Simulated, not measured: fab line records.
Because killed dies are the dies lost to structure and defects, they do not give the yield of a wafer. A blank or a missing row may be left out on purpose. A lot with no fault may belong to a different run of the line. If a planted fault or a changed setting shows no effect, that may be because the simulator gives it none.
Chamber matching :: flow n5_finfet :: N5_BEOL_M13_DEP_53 on pecvd-01 has 3 sister chambers
The step deposits SiCN from 3MS/NH3, target thk 50 nm, time 17.8 s. 6 wafers are shown with their chamber, then 12 later ones without.

== WAFERS, EACH WITH ITS CHAMBER ==
wafer: L086.1
chamber: 2
throttle_valve_pct (%): 19.3
showerhead_plenum_p_Torr (Torr): 4.154

wafer: L086.4
chamber: 2
throttle_valve_pct (%): 19.4
showerhead_plenum_p_Torr (Torr): 4.156

wafer: L086.5
chamber: 1
throttle_valve_pct (%): 19.6
showerhead_plenum_p_Torr (Torr): 4.158

wafer: L085.1
chamber: 0
throttle_valve_pct (%): 17.2
showerhead_plenum_p_Torr (Torr): 4.155

wafer: L085.2
chamber: 1
throttle_valve_pct (%): 19.4
showerhead_plenum_p_Torr (Torr): 4.171

wafer: L085.6
chamber: 0
throttle_valve_pct (%): 17.2
showerhead_plenum_p_Torr (Torr): 4.166

== WAFERS MISSING THEIR CHAMBER ==
wafer: L087.1
throttle_valve_pct (%): 19.6
showerhead_plenum_p_Torr (Torr): 4.165

wafer: L087.5
throttle_valve_pct (%): 17.2
showerhead_plenum_p_Torr (Torr): 4.148

wafer: L087.6
throttle_valve_pct (%): 19.7
showerhead_plenum_p_Torr (Torr): 4.163

wafer: L093.3
throttle_valve_pct (%): 17.2
showerhead_plenum_p_Torr (Torr): 4.143

wafer: L093.5
throttle_valve_pct (%): 17.1
showerhead_plenum_p_Torr (Torr): 4.162

wafer: L093.6
throttle_valve_pct (%): 19.3
showerhead_plenum_p_Torr (Torr): 4.159

wafer: L096.1
throttle_valve_pct (%): 19.7
showerhead_plenum_p_Torr (Torr): 4.157

wafer: L096.2
throttle_valve_pct (%): 17.2
showerhead_plenum_p_Torr (Torr): 4.158

wafer: L096.3
throttle_valve_pct (%): 20.1
showerhead_plenum_p_Torr (Torr): 4.153

wafer: L096.4
throttle_valve_pct (%): 17.3
showerhead_plenum_p_Torr (Torr): 4.158

wafer: L096.5
throttle_valve_pct (%): 19.5
showerhead_plenum_p_Torr (Torr): 4.161

wafer: L096.6
throttle_valve_pct (%): 17.1
showerhead_plenum_p_Torr (Torr): 4.165

== WHICH CHAMBER EACH WENT THROUGH ==
wafer: L087.1
from the rows above: can't be placed: 1 or 2
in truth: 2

wafer: L087.5
from the rows above: 0
in truth: 0

wafer: L087.6
from the rows above: can't be placed: 1 or 2
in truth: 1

wafer: L093.3
from the rows above: 0
in truth: 0

wafer: L093.5
from the rows above: 0
in truth: 0

wafer: L093.6
from the rows above: can't be placed: 2 or 1
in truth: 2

wafer: L096.1
from the rows above: can't be placed: 1 or 2
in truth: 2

wafer: L096.2
from the rows above: 0
in truth: 0

wafer: L096.3
from the rows above: can't be placed: 1 or 2
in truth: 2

wafer: L096.4
from the rows above: 0
in truth: 0

wafer: L096.5
from the rows above: can't be placed: 1 or 2
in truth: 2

wafer: L096.6
from the rows above: 0
in truth: 0
6 of 12 placed correctly. Not placeable from these rows: 6 (in 6, the candidates include the true chamber). Wrongly placed: 0.
How it was worked out, from the rows above alone: a wafer's distance from a chamber is the root of the sum, over the readings, of the square of ((its reading less the chamber's mean) divided by the reading's scatter). If the next closest chamber is less than 2 further off than the closest, the wafer can't be placed; otherwise it belongs to the closest. For every chamber, the mean is computed from those of its wafers that are shown. How the scatter is found: for the shown wafers, subtract from each reading the mean of its chamber, square and add these, divide the total by (wafers less chambers), then take the root.
